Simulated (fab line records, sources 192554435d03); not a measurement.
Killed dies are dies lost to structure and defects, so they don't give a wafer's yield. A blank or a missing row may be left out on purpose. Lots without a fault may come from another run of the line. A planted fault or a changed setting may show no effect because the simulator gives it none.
Chamber matching | flow n5_finfet | N5_SD_EPI_N_DESCUM_14 on rie_diel-05: 4 sister chambers
The step chemistry O2, time 7.9 s. 8 wafers are shown with their chamber, then 7 later ones without.

WAFERS WITH THEIR CHAMBER
wafer  | chamber | showerhead_plenum_p_Torr (Torr) | oes_product_au (a.u.)
L080.1 | 3       | 2.16                            | 0.71
L080.3 | 1       | 2.05                            | 0.67
L080.4 | 2       | 2.24                            | 0.92
L082.1 | 3       | 2.16                            | 0.71
L082.4 | 0       | 1.95                            | 0.82
L082.6 | 1       | 2.05                            | 0.67
L091.1 | 0       | 1.95                            | 0.79
L091.2 | 2       | 2.23                            | 0.88

WAFERS WITHOUT THEIR CHAMBER
wafer  | showerhead_plenum_p_Torr (Torr) | oes_product_au (a.u.)
L091.4 | 2.15                            | 0.69
L095.1 | 1.94                            | 0.78
L095.3 | 2.15                            | 0.69
L095.4 | 2.05                            | 0.92
L096.1 | 2.05                            | 0.92
L096.3 | 2.23                            | 0.85
L096.4 | 1.94                            | 0.78

WHICH CHAMBER EACH WENT THROUGH
wafer  | from the rows above | in truth
L091.4 | 3                   | 3
L095.1 | 0                   | 0
L095.3 | 3                   | 3
L095.4 | 1                   | 1
L096.1 | 1                   | 1
L096.3 | 2                   | 2
L096.4 | 0                   | 0
Placed correctly: 7 of 7. Can't be placed from these rows: 0. Placed wrongly: 0.
How it was worked out, from the rows above alone: a wafer's distance from a chamber is the root of the sum, over the readings, of the square of ((its reading less the chamber's mean) divided by the reading's scatter). The wafer belongs to the nearest chamber; if the next one is less than 2 further off, it can't be placed. A chamber's mean is the mean of its shown wafers. The scatter: the root of (the sum of the squares of (reading less its chamber's mean) over the shown wafers, divided by (wafers less chambers)).
